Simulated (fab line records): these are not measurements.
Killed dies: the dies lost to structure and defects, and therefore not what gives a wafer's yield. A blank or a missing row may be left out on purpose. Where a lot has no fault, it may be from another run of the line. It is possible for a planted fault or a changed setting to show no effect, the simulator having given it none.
Chamber matching ; flow n5-finfet ; N5_MOL_CONTACT_COAG_ETCH_66 on rie-diel-05: 3 sister chambers
The step etches SiARC in CF4, target depth 13 nm, time 21.7 s. 3 wafers are shown with their chamber, then 4 later ones without.

## WAFERS PAIRED WITH THEIR CHAMBERS
wafer;chamber;throttle-valve-pct (%)
L078.2;3;15.94
L083.2;2;15.66
L083.3;0;15.30

## WAFERS WITH NO CHAMBER GIVEN
wafer;throttle-valve-pct (%)
L083.5;15.66
L091.4;15.68
L093.1;15.34
L093.2;15.49

## EACH ONE'S CHAMBER
wafer;from the rows above;in truth
L083.5;2;2
L091.4;2;2
L093.1;0;0
L093.2;can't be placed: 2 or 0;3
Correct placement for 3 of the 4. Can't be placed from these rows: 1 (the true chamber is among the candidates in 0). Wrongly placed: 0.
How it was worked out, from the rows above alone: a wafer's distance from a chamber is the root of the sum, over the readings, of the square of ((its reading less the chamber's mean) divided by the reading's scatter). If the next closest chamber is less than 2 further off than the closest, the wafer can't be placed; otherwise it belongs to the closest. Each chamber's mean is taken over the wafers shown for it. The scatter: root of mean squared gap, hidden wafer to nearest shown wafer, with one shown wafer a chamber.
